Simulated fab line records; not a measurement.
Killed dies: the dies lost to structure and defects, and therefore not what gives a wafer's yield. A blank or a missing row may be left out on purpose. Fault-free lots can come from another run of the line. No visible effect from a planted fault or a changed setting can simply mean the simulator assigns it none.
Comparing a struck lot with a sound one -- flow nandHarc -- 17 out of 1159 route steps
Sound: wafers L678.2, L678.3, L678.5. The struck wafers were L681.1, L681.3, L681.4. The cause is named last.
Each step with rows lists, per side, the tool, then ch with its chambers, then its first start. Under that, the readings that differ: sound wafers -- struck wafers -- difference of the means -- sigmas: that difference in standard deviations of wafers without a fault.
alike: words and numbers the same on both sides, and readings whose means are apart by under 2 such deviations; not compared: readings that were withheld, readings missing a value for some wafer, numbers with overlapping values and no deviation given by the record, and bounds like >300 which may hide the same value.
The two part at a step that has a row with sigmas, a row that says differs or no value, or rows on one side only. Numbers that have no deviation but don't overlap get no sigmas and don't part them. A reading that every wafer of one side lacks parts them only if that side has two wafers or more.

NHARC_A_WL_FILL_INSPECT_15:
  sound: defectInspect-02 at day 20 05:32; struck: defectInspect-02 at day 20 15:51
  alike: rawDefectCount
NHARC_A_CONTACT_DEP_24: deposits SiO2, target thk 500 nm.
  sound on pecvd-01 ch 1,2, day 20 05:37; struck on pecvd-04 ch 1,2, day 20 15:55
  alike: heaterPowerOuterW, heaterPowerW, throttleValvePct
NHARC_A_CONTACT_DEP_28: deposits aC, target thk 3600 nm.
  sound on aclDep-02 ch 0, day 20 10:04; struck on aclDep-02 ch 0, day 20 16:32
  alike: throttleValvePct
NHARC_A_CONTACT_DEP_29: deposits SiON, target thk 70 nm.
  sound on pecvd-03 ch 1,2, day 20 12:00; struck on pecvd-04 ch 0,1,2, day 20 18:46
  alike: heaterPowerOuterW, heaterPowerW
then, 7 steps without rows for these wafers: NHARC_A_CONTACT_DEHYDRATE_32 (time 120 s); NHARC_A_CONTACT_HMDS_33 (time 30 s); NHARC_A_CONTACT_COAT_34 (time 75 s); NHARC_A_CONTACT_COAT_35 (time 65 s); NHARC_A_CONTACT_COAT_36 (resist thk 90 nm); NHARC_A_CONTACT_SOFTBAKE_37 (time 55 s); NHARC_A_CONTACT_EBR_38.
NHARC_A_CONTACT_EXPOSE_39: exposes mask A CC 3.
  sound on arfiScanner-01 ch 0, day 20 12:26; struck on arfiScanner-03 ch 0, day 20 19:13
reading,sound,struck,difference,sigmas
exposureDoseMJCm2,58.73 58.78 58.81,67.29 67.36 67.29,+8.54,+99 or more
  alike: mask
then, 2 steps without rows for these wafers: NHARC_A_CONTACT_PEB_40 (peb time 65 s); NHARC_A_CONTACT_DEVELOP_41 (develop time 35 s).
NHARC_A_CONTACT_CD_MEAS_42: the cd target is 200 nm.
  sound on cdSem-03 ch 0, day 20 12:34; struck on cdSem-03 ch 0
reading,sound,struck,difference,sigmas
cdNm (nm),199.4 199.0 199.2,207.0 207.5 207.8,+8.2,+17
  not compared: hold
NHARC_A_CONTACT_OVL_MEAS_43:
  sound: overlay-01 at day 20 12:40; struck: overlay-02 at day 21 00:26
reading,sound,struck,difference,sigmas
hold,- - -,awaitDispo/4.8h/release awaitDispo/4.8h/release awaitDispo/4.8h/release,no value on the sound wafers,
  alike: overlayXNm, overlayYNm
-- break in the record here, with 4 days between the starts of the struck wafers on either side (left off in module A_CONTACT, picked up again in module END, where the first step shown is number 1159 on the route) --
NHARC_END_SORT_01:
  the record has rows for the struck wafers here (prober-01 ch 0, day 24 18:48) and none for the sound ones

== WHERE THEY PART ==
Last at NHARC_END_SORT_01 as far as this record goes, first at NHARC_A_CONTACT_EXPOSE_39.

WHY: the cause the simulator had injected
Process parameters drifting: arfiScanner-03 at NHARC_A_CONTACT_EXPOSE_39, beginning at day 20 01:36. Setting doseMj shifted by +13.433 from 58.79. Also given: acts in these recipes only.
